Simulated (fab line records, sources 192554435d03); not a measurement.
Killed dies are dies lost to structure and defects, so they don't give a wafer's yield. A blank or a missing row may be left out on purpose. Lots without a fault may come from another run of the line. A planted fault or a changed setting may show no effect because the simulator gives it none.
Chamber matching | flow n5_finfet | N5_FIN_CUT_ETCH_20 on rie_diel-04: 4 sister chambers
The step etches SiARC in CF4, target depth 26 nm, time 43.3 s. 18 wafers are shown with their chamber, then 9 later ones without.

WAFERS WITH THEIR CHAMBER
wafer  | chamber | drypump_motor_current_A (A) | showerhead_plenum_p_Torr (Torr) | throttle_valve_pct (%)
L075.1 | 3       | 6.5                         | 2.05                            | 15.65
L075.4 | 0       | 5.8                         | 2.22                            | 15.81
L075.5 | 0       | 5.8                         | 2.22                            | 15.82
L083.2 | 1       | 5.7                         | 2.09                            | 15.24
L083.5 | 0       | 5.8                         | 2.22                            | 15.85
L083.6 | 1       | 5.7                         | 2.09                            | 15.24
L084.2 | 2       | 5.8                         | 2.21                            | 15.83
L084.3 | 3       | 6.5                         | 2.05                            | 15.69
L084.6 | 3       | 6.5                         | 2.05                            | 15.68
L085.1 | 3       | 6.5                         | 2.05                            | 15.70
L085.5 | 1       | 5.7                         | 2.09                            | 15.24
L085.6 | 0       | 5.8                         | 2.21                            | 15.85
L089.1 | 3       | 6.5                         | 2.05                            | 15.70
L089.2 | 0       | 5.8                         | 2.21                            | 15.86
L089.5 | 2       | 5.8                         | 2.20                            | 15.83
L090.3 | 1       | 5.7                         | 2.09                            | 15.25
L090.5 | 0       | 5.7                         | 2.21                            | 15.88
L090.6 | 2       | 5.8                         | 2.20                            | 15.82

SIGNATURES (means of the wafers above)
reading                  | chamber 0 | chamber 1 | chamber 2 | chamber 3 | scatter within a chamber
drypump_motor_current_A  | 5.783     | 5.700     | 5.800     | 6.500     | 0.0244
showerhead_plenum_p_Torr | 2.2150    | 2.0900    | 2.2033    | 2.0500    | 0.00393
throttle_valve_pct       | 15.8450   | 15.2425   | 15.8267   | 15.6840   | 0.0193
Rule: a wafer's distance from a chamber is the root of the sum, over the readings, of the square of ((its reading less the chamber's mean) divided by the reading's scatter). The wafer belongs to the nearest chamber; if the next one is less than 2 further off, it can't be placed. The scatter: the root of (the sum of the squares of (reading less its chamber's mean) over the shown wafers, divided by (wafers less chambers)).

WAFERS WITHOUT THEIR CHAMBER
wafer  | drypump_motor_current_A (A) | showerhead_plenum_p_Torr (Torr) | throttle_valve_pct (%)
L093.1 | 6.5                         | 2.04                            | 15.70
L093.3 | 5.7                         | 2.09                            | 15.27
L093.6 | 5.7                         | 2.09                            | 15.24
L094.2 | 5.8                         | 2.21                            | 15.89
L094.3 | 5.7                         | 2.09                            | 15.25
L094.5 | 5.8                         | 2.21                            | 15.89
L097.1 | 6.5                         | 2.04                            | 15.73
L097.2 | 5.7                         | 2.09                            | 15.29
L097.3 | 5.8                         | 2.20                            | 15.84

WHICH CHAMBER EACH WENT THROUGH
wafer  | from the rows above     | in truth
L093.1 | 3                       | 3
L093.3 | 1                       | 1
L093.6 | 1                       | 1
L094.2 | can't be placed: 0 or 2 | 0
L094.3 | 1                       | 1
L094.5 | can't be placed: 0 or 2 | 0
L097.1 | 3                       | 3
L097.2 | 1                       | 1
L097.3 | 2                       | 2
Placed correctly: 7 of 9. Can't be placed from these rows: 2 (the true chamber is among the candidates in 2). Placed wrongly: 0.
